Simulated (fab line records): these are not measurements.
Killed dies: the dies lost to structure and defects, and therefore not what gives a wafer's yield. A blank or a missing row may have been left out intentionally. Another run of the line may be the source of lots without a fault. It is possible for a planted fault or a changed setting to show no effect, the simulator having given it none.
fab line records ; flow n5-finfet
record lots=15; wafers=43; last-day=18
route steps=1938 shown HKMG_FIN@462 GATE_CUT@468 MOL_CONTACT_COAG@588
lots that met no fault: from a run of the same line without faults
start-h: hours from the record's first day to the start of the lot's first wafer shown ; wait-h: time in hours since the lot's previous step ; " same as the row above ; L1.1+2: a row that stands for several wafers ; - no value, or no start was given ; * or withheld: withheld ; < > ~ a bound
route shown NAME@n: NAME is a module with steps in the file, n the number in the route of the first one ; usual: the fault-free wafers' mean and standard deviation ; same: alike in all rows ; chamber/n: place in a boat ; sites: the reading at each site ; _std_site: their standard deviation ; _edge_site: mean of outer sites minus mean of inner sites ; radius-mm: for every site, how far away it sits from the centre of the wafer ; mask NAME#n: copy n ; behind: the tool/chamber that last shaped the wafer ; hold: the reason the lot was held/the length of the hold in hours/how it ended ; device: which transistor (n, p or np) failed to switch ; end of line: tests of these same wafers at the route's end ; step lacking rows: just its recipe ; killed: not the wafer's yield, but the dies lost to structure and defects at the first sort ; map: shows each die of a wafer: x if killed, . if not, _ if none is there
set.NAME: setting as actually run; set.NAME@STEP: the setting as run at that earlier step ; model.NAME: the simulator's own value behind a step, which no gauge read
one table for each step of the route and one row for each wafer, over a sample of lots
services: from which hour (start-h, from the record's first day; less than 0 if before it) a tool's chamber was out of use, for how many hours, and why
## steps
# step N5_HKMG_FIN_CMP_94
# recipe stop-on=SiNx; post-cmp-clean=w-dilute-nh4oh; t-overpolish-s=4.7; down-force-psi=4; platen-rpm=50.289; pad-velocity-m-s=1.0006; target-thk-nm=43.299
# usual motor-current-A=11.8/0.93
lot.wafer;tool;chamber;start-h;wait-h;motor-current-A
L454.4;cmp-01;3;80.29;0.4;12.1
L454.3;cmp-01;0;80.29;0.4;12.4
L454.5;cmp-01;0;80.29;0.4;11.7
L455.2;cmp-04;2;84.36;0.4;10.6
L455.3;cmp-04;0;84.36;0.4;11.4
L455.5;cmp-04;3;84.36;0.4;12.1
L456.2;cmp-04;1;90.94;0.4;13.0
L456.1;cmp-04;2;90.94;0.4;10.2
L456.4;cmp-04;3;90.94;0.4;12.4
L458.2;cmp-01;3;102.21;0.4;11.5
L458.3;cmp-01;0;102.21;0.4;11.8
L458.6;cmp-01;0;102.21;0.4;12.1
L460.4;cmp-03;1;115.00;0.4;10.2
L460.2;cmp-03;0;115.00;0.4;10.9
L460.5;cmp-03;2;115.00;0.4;10.4
L461.2;cmp-01;0;126.74;0.4;11.5
L461.6;cmp-01;0;126.74;0.4;12.2
L461.5;cmp-01;1;126.74;0.4;12.3
L462.2;cmp-03;1;130.21;0.4;10.4
L462.1;cmp-03;3;130.21;0.4;12.6
L462.6;cmp-03;2;130.21;0.4;10.7
L463.4;cmp-03;1;133.06;0.6;10.7
L463.6;cmp-03;1;133.06;0.6;10.7
L463.5;cmp-03;2;133.06;0.6;11.1
L470.1;cmp-04;0;175.49;0.4;12.1
L470.2;cmp-04;3;175.49;0.4;12.4
L471.1;cmp-04;0;179.46;0.3;11.1
L471.3;cmp-04;1;179.46;0.3;12.6
L471.6;cmp-04;2;179.46;0.3;10.8
L472.4;cmp-03;3;190.34;0.4;12.5
L472.1;cmp-03;2;190.34;0.4;10.6
L472.5;cmp-03;3;190.34;0.4;12.6
L474.2;cmp-01;3;200.98;0.3;12.2
L474.3;cmp-01;0;200.98;0.3;11.7
L474.6;cmp-01;3;200.98;0.3;12.4
L475.2;cmp-01;3;211.19;0.4;11.4
L475.4;cmp-01;0;211.19;0.4;11.4
L475.5;cmp-01;0;211.19;0.4;11.8
L477.3;cmp-03;2;219.78;0.3;11.1
L477.2;cmp-03;3;219.78;0.3;12.6
L477.5;cmp-03;1;219.78;0.3;10.5
L476.4;cmp-04;3;220.27;0.4;12.5
L476.6;cmp-04;0;220.27;0.4;11.7
# step N5_GATE_CUT_VAPOR_ETCH_60
# recipe chemistry=BCl3/Cl2; target=HfO2; mode=isotropic
# usual drypump-motor-current-A=6.0/0.52; oes-product-au=0.82/0.098
lot.wafer;tool;chamber;start-h;wait-h;drypump-motor-current-A;oes-product-au
L454.3;rie-metal-03;0;80.80;0.0;6.4;0.97
L454.4;rie-metal-03;1;80.80;0.0;6.4;0.89
L454.5;rie-metal-03;0;80.80;0.0;6.3;0.97
L455.2;rie-metal-02;1;84.87;0.0;6.0;0.82
L455.3;rie-metal-02;1;84.87;0.0;6.0;0.82
L455.5;rie-metal-02;1;84.87;0.0;6.0;0.82
L456.1;rie-metal-03;1;91.67;0.1;6.4;0.88
L456.2;rie-metal-03;1;91.67;0.1;6.4;0.87
L456.4;rie-metal-03;1;91.67;0.1;6.4;0.87
L458.2;rie-metal-01;0;102.72;0.0;4.7;0.93
L458.3;rie-metal-01;0;102.72;0.0;4.7;0.94
L458.6;rie-metal-01;0;102.72;0.0;4.7;0.93
L460.2;rie-metal-02;0;115.51;0.0;5.6;0.73
L460.4;rie-metal-02;0;115.51;0.0;5.6;0.72
L460.5;rie-metal-02;1;115.51;0.0;6.0;0.80
L461.2;rie-metal-02;0;127.24;0.0;5.6;0.73
L461.5;rie-metal-02;0;127.24;0.0;5.6;0.72
L461.6;rie-metal-02;1;127.24;0.0;6.0;0.81
L462.1;rie-metal-02;1;130.72;0.0;6.0;0.79
L462.2;rie-metal-02;0;130.72;0.0;5.6;0.74
L462.6;rie-metal-02;0;130.72;0.0;5.6;0.73
L463.4;rie-metal-02;0;133.58;0.0;5.6;0.72
L463.5;rie-metal-02;1;133.58;0.0;6.0;0.80
L463.6;rie-metal-02;0;133.58;0.0;5.6;0.72
L470.1;rie-metal-02;0;175.99;0.0;5.6;0.71
L470.2;rie-metal-02;1;175.99;0.0;6.1;0.78
L471.1;rie-metal-03;1;179.90;0.0;6.4;0.84
L471.3;rie-metal-03;0;179.90;0.0;6.3;0.90
L471.6;rie-metal-03;0;179.90;0.0;6.3;0.90
L472.1;rie-metal-03;0;190.88;0.0;6.4;0.89
L472.4;rie-metal-03;1;190.88;0.0;6.4;0.84
L472.5;rie-metal-03;0;190.88;0.0;6.3;0.90
L474.2;rie-metal-03;1;201.45;0.0;6.4;0.84
L474.3;rie-metal-03;1;201.45;0.0;6.4;0.84
L474.6;rie-metal-03;1;201.45;0.0;6.4;0.84
L475.2;rie-metal-02;1;211.69;0.0;6.0;0.77
L475.4;rie-metal-02;0;211.69;0.0;5.6;0.71
L475.5;rie-metal-02;1;211.69;0.0;6.1;0.78
L477.2;rie-metal-03;0;220.22;0.0;6.3;0.89
L477.3;rie-metal-03;1;220.22;0.0;6.4;0.83
L477.5;rie-metal-03;0;220.22;0.0;6.3;0.88
L476.4;rie-metal-01;0;220.78;0.0;4.7;0.90
L476.6;rie-metal-01;0;220.78;0.0;4.7;0.90
# step N5_GATE_CUT_SAC_CAP_01
# recipe material=SiNx; target-thk-a=240; temp-c=400; ald-precursor-family=SiH2I2; ald-co-reactant=N2/H2-plasma; pulse-time-s=1; ald-cycles=480; purge-time-s=2; co-reactant-purge-time-s=2; pressure-torr=2
# usual heater-power-outer-w=519/52; heater-power-w=843/81; precursor-pulse-height-rel=1.001/0.019
lot.wafer;tool;chamber;start-h;wait-h;heater-power-outer-w;heater-power-w;precursor-pulse-height-rel
L454.3;ald-sin-01;1;81.42;0.1;503;824;0.988
L454.4;ald-sin-01;2;81.42;0.1;432;716;1.005
L454.5;ald-sin-01;3;82.51;1.2;573;959;1.003
L455.2;ald-sin-01;3;85.37;0.0;562;957;1.025
L455.3;ald-sin-01;0;85.37;0.0;576;945;1.001
L455.5;ald-sin-01;0;86.45;1.1;576;937;0.978
L456.1;ald-sin-04;3;92.21;0.0;553;875;0.989
L456.2;ald-sin-04;0;92.21;0.0;475;809;0.969
L456.4;ald-sin-04;2;92.21;0.0;574;870;0.983
L458.2;ald-sin-03;1;103.09;0.0;545;869;0.971
L458.3;ald-sin-03;3;103.09;0.0;476;755;1.029
L458.6;ald-sin-03;0;104.17;1.1;534;844;1.002
L460.2;ald-sin-03;0;115.98;0.0;550;837;1.015
L460.4;ald-sin-03;1;115.98;0.0;554;834;1.025
L460.5;ald-sin-03;3;117.07;1.1;511;745;1.023
L461.2;ald-sin-01;2;127.61;0.0;434;725;0.986
L461.5;ald-sin-01;3;128.70;1.1;562;977;1.004
L461.6;ald-sin-01;0;128.70;1.1;567;996;0.983
L462.1;ald-sin-03;1;131.12;0.0;554;857;0.992
L462.2;ald-sin-03;2;131.12;0.0;491;891;0.981
L462.6;ald-sin-03;0;132.21;1.1;542;857;1.000
L463.4;ald-sin-01;0;134.37;0.4;566;952;0.968
L463.5;ald-sin-01;1;135.45;1.5;511;840;0.975
L463.6;ald-sin-01;0;135.45;1.5;574;967;1.018
L470.1;ald-sin-01;2;176.42;0.0;438;730;1.014
L470.2;ald-sin-01;1;176.42;0.0;503;814;0.965
L471.1;ald-sin-04;1;180.50;0.3;460;749;0.997
L471.3;ald-sin-04;0;180.50;0.3;470;825;1.031
L471.6;ald-sin-04;2;181.58;1.3;602;878;1.015
L472.1;ald-sin-03;2;191.44;0.0;490;914;0.998
L472.4;ald-sin-03;1;191.44;0.0;548;844;0.972
L472.5;ald-sin-03;2;192.53;1.1;489;906;1.005
L474.2;ald-sin-03;2;201.83;0.0;493;882;0.998
L474.3;ald-sin-03;0;201.83;0.0;530;840;0.986
L474.6;ald-sin-03;2;202.91;1.1;481;905;1.044
L475.2;ald-sin-01;2;212.07;0.0;410;711;0.975
L475.4;ald-sin-01;0;212.07;0.0;580;956;1.020
L475.5;ald-sin-01;1;213.15;1.1;484;800;1.010
L477.2;ald-sin-04;3;220.59;0.0;563;869;0.991
L477.3;ald-sin-04;0;220.59;0.0;465;806;0.964
L477.5;ald-sin-04;2;221.68;1.1;582;887;1.022
L476.4;ald-sin-01;1;221.28;0.2;492;793;1.002
L476.6;ald-sin-01;1;222.36;1.3;477;789;0.998
# step N5_GATE_CUT_PECVD_57
# recipe material=SiNx; target-thk-a=210; temp-c=400; precursor=SiH4/NH3/N2; pressure-torr=1.5; rf-w=300
# usual chamber-pressure-Torr=1.500/0.0032; heater-power-outer-w=458/63; heater-power-w=771/86; rf-fwd-power-W=297.0/1; showerhead-plenum-p-Torr=5.13/0.073; throttle-valve-pct=39.2/2.7
lot.wafer;tool;chamber;start-h;wait-h;chamber-pressure-Torr;heater-power-outer-w;heater-power-w;rf-fwd-power-W;showerhead-plenum-p-Torr;throttle-valve-pct
L454.3;pecvd-02;2;83.61;1.1;1.496;467;749;295.8;5.12;35.0
L454.4;pecvd-02;2;83.61;1.1;1.499;474;748;295.8;5.12;34.8
L454.5;pecvd-02;1;83.61;1.1;1.499;432;738;295.3;5.20;41.8
L455.2;pecvd-02;2;87.56;1.1;1.500;475;747;294.7;5.12;34.5
L455.3;pecvd-02;0;87.56;1.1;1.498;440;740;299.1;5.09;39.0
L455.5;pecvd-02;2;87.56;1.1;1.502;468;729;296.0;5.11;34.9
L456.1;pecvd-01;2;94.40;1.1;1.495;556;942;298.8;5.06;40.7
L456.2;pecvd-01;0;94.40;1.1;1.502;504;772;297.1;5.11;38.0
L456.4;pecvd-01;1;94.40;1.1;1.505;315;643;295.6;5.00;43.3
L458.2;pecvd-04;0;105.28;1.1;1.497;520;836;298.7;5.14;41.2
L458.3;pecvd-04;2;105.28;1.1;1.501;417;691;295.8;5.17;34.9
L458.6;pecvd-04;1;105.28;1.1;1.496;470;827;297.0;5.26;39.4
L460.2;pecvd-04;2;118.17;1.1;1.500;381;662;297.6;5.19;34.7
L460.4;pecvd-04;1;118.17;1.1;1.499;477;857;297.8;5.25;39.5
L460.5;pecvd-04;2;118.17;1.1;1.502;389;668;296.5;5.16;34.6
L461.2;pecvd-02;1;129.82;1.1;-;-;-;-;-;-
L461.5;pecvd-02;0;129.82;1.1;-;-;-;-;-;-
L461.6;pecvd-02;2;129.82;1.1;-;-;-;-;-;-
L462.1;pecvd-04;2;133.32;1.1;-;-;-;-;-;-
L462.2;pecvd-04;1;133.32;1.1;-;-;-;-;-;-
L462.6;pecvd-04;1;133.32;1.1;-;-;-;-;-;-
L463.4;pecvd-02;2;136.58;1.1;-;-;-;-;-;-
L463.5;pecvd-02;1;136.58;1.1;-;-;-;-;-;-
L463.6;pecvd-02;0;136.58;1.1;-;-;-;-;-;-
L470.1;pecvd-01;1;178.62;1.1;1.498;391;736;295.8;5.00;43.3
L470.2;pecvd-01;0;178.62;1.1;1.498;513;785;297.1;5.09;37.9
L471.1;pecvd-02;0;182.69;1.1;1.505;471;756;297.7;5.11;39.0
L471.3;pecvd-02;1;182.69;1.1;1.505;361;627;298.3;5.21;41.8
L471.6;pecvd-02;2;182.69;1.1;1.502;475;731;296.4;5.12;34.9
L472.1;pecvd-04;2;193.63;1.1;1.500;459;753;297.2;5.15;35.0
L472.4;pecvd-04;1;193.63;1.1;1.499;440;784;296.3;5.26;39.5
L472.5;pecvd-04;2;193.63;1.1;1.501;439;745;297.7;5.17;34.9
L474.2;pecvd-04;2;204.02;1.1;1.498;378;655;295.7;5.17;35.4
L474.3;pecvd-04;1;204.02;1.1;1.506;376;717;295.9;5.25;39.5
L474.6;pecvd-04;0;204.02;1.1;1.499;550;885;298.1;5.14;41.4
L475.2;pecvd-04;0;214.26;1.1;1.495;516;849;297.8;5.15;41.7
L475.4;pecvd-04;2;214.26;1.1;1.498;462;748;296.7;5.16;35.3
L475.5;pecvd-04;0;214.26;1.1;1.505;514;843;298.0;5.15;41.5
L477.2;pecvd-04;0;222.79;1.1;1.497;531;910;297.5;5.14;41.6
L477.3;pecvd-04;2;222.79;1.1;1.497;461;764;297.1;5.18;35.0
L477.5;pecvd-04;2;222.79;1.1;1.498;464;783;298.2;5.18;35.6
L476.4;pecvd-04;1;223.49;1.1;1.493;391;709;297.0;5.26;39.6
L476.6;pecvd-04;2;223.49;1.1;1.497;411;694;296.6;5.17;35.1
# step N5_MOL_CONTACT_COAG_ETCH_47
# recipe chemistry=CH3F/O2; target=SiNx; target-depth-a=270; mask-material=SiO2; stop-on=W; over-etch-frac=0.2; ion-energy-ev=120; endpoint=OES-CN; pressure-mtorr=30; source-w=395; bias-w=73; Ar_flow_sccm=150; CH3F_flow_sccm=30; O2_flow_sccm=20; ends=end-point
# usual drypump-motor-current-A=5.6/0.39; etch-rf-on-time-s=30.9/0.49; oes_ar_750_au=0.82/0.085; oes-product-au=0.73/0.08; rf-fwd-power-W=386.2/1.6; rf-vpp-V=298/5.8; showerhead-plenum-p-Torr=2.01/0.06; throttle-valve-pct=16.29/0.2
lot.wafer;tool;chamber;start-h;wait-h;drypump-motor-current-A;etch-rf-on-time-s;oes_ar_750_au;oes-product-au;rf-fwd-power-W;rf-hours-counter-h;rf-vpp-V;showerhead-plenum-p-Torr;throttle-valve-pct
L454.3;rie-diel-06;0;101.25;0.0;5.3;31.5;0.77;0.68;383.1;139;297;2.00;16.45
L454.4;rie-diel-06;1;101.25;0.0;6.1;31.4;0.74;0.65;387.7;-;291;1.91;16.39
L454.5;rie-diel-06;0;101.25;0.0;5.3;31.4;0.77;0.67;384.2;-;295;2.00;16.45
L455.2;rie-diel-06;2;102.09;0.0;5.3;31.1;0.88;0.80;391.0;29;303;2.11;16.03
L455.3;rie-diel-06;0;102.09;0.0;5.3;31.3;0.76;0.68;387.0;140;297;2.00;16.44
L455.5;rie-diel-06;2;102.09;0.0;5.3;30.9;0.88;0.81;387.7;-;303;2.11;16.03
L456.1;rie-diel-06;2;110.00;0.0;5.3;31.2;0.87;0.79;387.2;33;303;2.11;16.04
L456.2;rie-diel-06;1;110.00;0.0;6.2;31.7;0.73;0.64;387.7;192;291;1.91;16.41
L456.4;rie-diel-06;2;110.00;0.0;5.3;31.1;0.87;0.78;387.7;-;301;2.11;16.03
L458.2;rie-diel-05;0;119.10;0.0;5.7;30.9;0.82;0.73;386.5;73;292;2.04;15.98
L458.3;rie-diel-05;2;119.10;0.0;5.8;30.6;0.92;0.83;384.6;23;303;1.95;16.31
L458.6;rie-diel-05;1;119.10;0.0;5.9;30.4;0.93;0.86;387.1;-;307;1.94;16.21
L460.2;rie-diel-01;1;137.71;0.0;6.1;30.8;0.86;0.77;385.1;64;297;2.03;16.31
L460.4;rie-diel-01;0;137.71;0.0;5.4;30.3;0.88;0.80;387.2;47;290;2.02;16.09
L460.5;rie-diel-01;3;137.71;0.0;5.6;31.1;0.69;0.63;385.7;-;301;2.07;16.57
L461.2;rie-diel-01;3;147.12;0.0;5.6;38.8;0.69;0.62;386.9;211;300;2.07;16.59
L461.5;rie-diel-01;1;147.12;0.0;6.1;38.5;0.85;0.76;385.5;-;296;2.03;16.34
L461.6;rie-diel-01;2;147.12;0.0;4.9;38.0;0.96;0.86;387.7;-;306;2.05;16.05
L462.1;rie-diel-01;1;148.32;0.0;6.1;38.3;0.85;0.77;387.1;69;295;2.03;16.34
L462.2;rie-diel-01;2;148.32;0.0;4.9;38.3;0.95;0.85;386.4;16;308;2.05;16.06
L462.6;rie-diel-01;1;148.32;0.0;6.1;38.7;0.85;0.76;386.8;-;296;2.03;16.32
L463.4;rie-diel-06;0;154.92;0.0;5.3;39.4;0.76;0.67;386.5;150;297;1.99;16.46
L463.5;rie-diel-06;0;154.92;0.0;5.3;40.1;0.75;0.66;388.0;-;298;1.99;16.48
L463.6;rie-diel-06;3;154.92;0.0;5.1;39.1;0.70;0.62;384.6;-;306;2.06;16.66
L470.1;rie-diel-05;2;194.91;0.0;5.8;30.5;0.88;0.78;385.5;54;302;1.94;16.34
L470.2;rie-diel-05;0;194.91;0.0;5.7;30.7;0.79;0.71;385.4;103;292;2.03;16.06
L471.1;rie-diel-05;0;201.29;0.0;5.7;31.1;0.78;0.70;388.2;104;292;2.03;16.05
L471.3;rie-diel-05;1;201.29;0.0;5.9;30.6;0.87;0.79;386.7;44;305;1.93;16.26
L471.6;rie-diel-05;2;201.29;0.0;5.8;30.7;0.87;0.77;385.0;-;303;1.94;16.36
L472.1;rie-diel-05;0;210.25;0.0;5.8;31.1;0.78;0.71;385.6;108;291;2.03;16.06
L472.4;rie-diel-05;3;210.25;0.0;6.3;31.0;0.97;0.86;387.4;0;293;2.05;16.17
L472.5;rie-diel-05;3;210.25;0.0;6.3;30.9;0.96;0.88;387.6;-;294;2.05;16.17
L474.2;rie-diel-05;1;219.36;0.0;5.9;30.7;0.85;0.78;386.7;51;304;1.93;16.29
L474.3;rie-diel-05;2;219.36;0.0;5.8;30.7;0.86;0.77;386.2;63;304;1.93;16.38
L474.6;rie-diel-05;0;219.36;0.0;5.7;31.0;0.77;0.70;384.8;-;292;2.02;16.06
L475.2;rie-diel-06;1;230.84;0.0;6.1;31.7;0.71;0.61;387.7;230;290;1.90;16.50
L475.4;rie-diel-06;2;230.84;0.0;5.3;30.4;0.83;0.76;385.0;-;304;2.10;16.09
L475.5;rie-diel-06;1;230.84;0.0;6.1;31.9;0.70;0.61;388.4;-;291;1.90;16.49
L477.2;rie-diel-06;1;242.13;0.0;6.1;31.9;0.70;0.61;386.1;235;291;1.89;16.49
L477.3;rie-diel-06;0;242.13;0.0;5.3;31.2;0.73;0.65;384.5;183;296;1.98;16.52
L477.5;rie-diel-06;1;242.13;0.0;6.1;31.9;0.69;0.62;387.5;-;291;1.89;16.50
L476.4;rie-diel-01;1;242.57;0.0;6.1;31.2;0.82;0.72;386.6;103;297;2.02;16.41
L476.6;rie-diel-01;0;242.57;0.0;5.4;31.5;0.84;0.74;386.7;-;290;2.01;16.14
## services
tool;chamber;start-h;hours;kind
cmp-04;-;69.77;5.2;pm
cmp-03;-;78.65;10.7;pm
cmp-04;-;79.54;0.7;repair
rie-diel-05;1;89.71;3.3;repair
rie-metal-03;0;90.55;4.2;repair
pecvd-02;-;92.09;3.4;repair
rie-diel-06;3;100.54;10.5;repair
cmp-04;-;107.29;1.2;repair
cmp-03;-;116.87;4.2;pm
cmp-04;-;119.98;2.2;repair
rie-diel-06;-;125.58;28.1;pm
cmp-03;-;126.97;0.4;repair
pecvd-04;-;144.83;28.1;pm
ald-sin-03;1;155.05;4.3;repair
cmp-01;-;164.60;2.4;repair
ald-sin-01;-;178.60;14.0;pm
cmp-03;-;200.43;2.5;repair
ald-sin-03;3;212.51;5.3;repair
cmp-01;-;220.21;6.4;pm
ald-sin-03;1;221.01;18.6;repair
rie-diel-06;3;225.92;16.6;repair
cmp-01;-;231.02;3.8;repair
cmp-03;-;233.02;4.0;pm
cmp-01;-;242.13;4.0;pm
## key
first-sign step=N5_GATE_CUT_PECVD_57; reading=tool-record; direction=missing
effect step=N5_MOL_CONTACT_COAG_ETCH_47; reading=etch-rf-on-time-s; direction=up; sigmas=16; usual=*; struck=*
met-at N5_GATE_CUT_PECVD_57
struck-lots L461,L462,L463
sort-left-out L461.2,L461.5,L461.6,L462.1,L462.2,L462.6,L463.4,L463.5,L463.6
tester-left-out L461,L462,L463
not-acting-at N5_HKMG_FIN_CMP_94,N5_GATE_CUT_VAPOR_ETCH_60,N5_GATE_CUT_SAC_CAP_01
onset-between 118.17 129.82
fault kind=skipped-step-whole; tool=pecvd-02,pecvd-04; chamber=-; onset-h=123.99; steps=N5_GATE_CUT_PECVD_57; scope=struck-lots-only
# tester-left-out: of these lots the tester's yield and bins aren't shown, on N5 and GAA mostly nor the transistor test; their killed dies are dies lost to structure and defects alone, not to doping, threshold or leakage, so they don't give the yield
# sort-left-out: the simulated sort isn't trusted on such a fault, so these wafers' sort isn't shown, and their yield isn't known
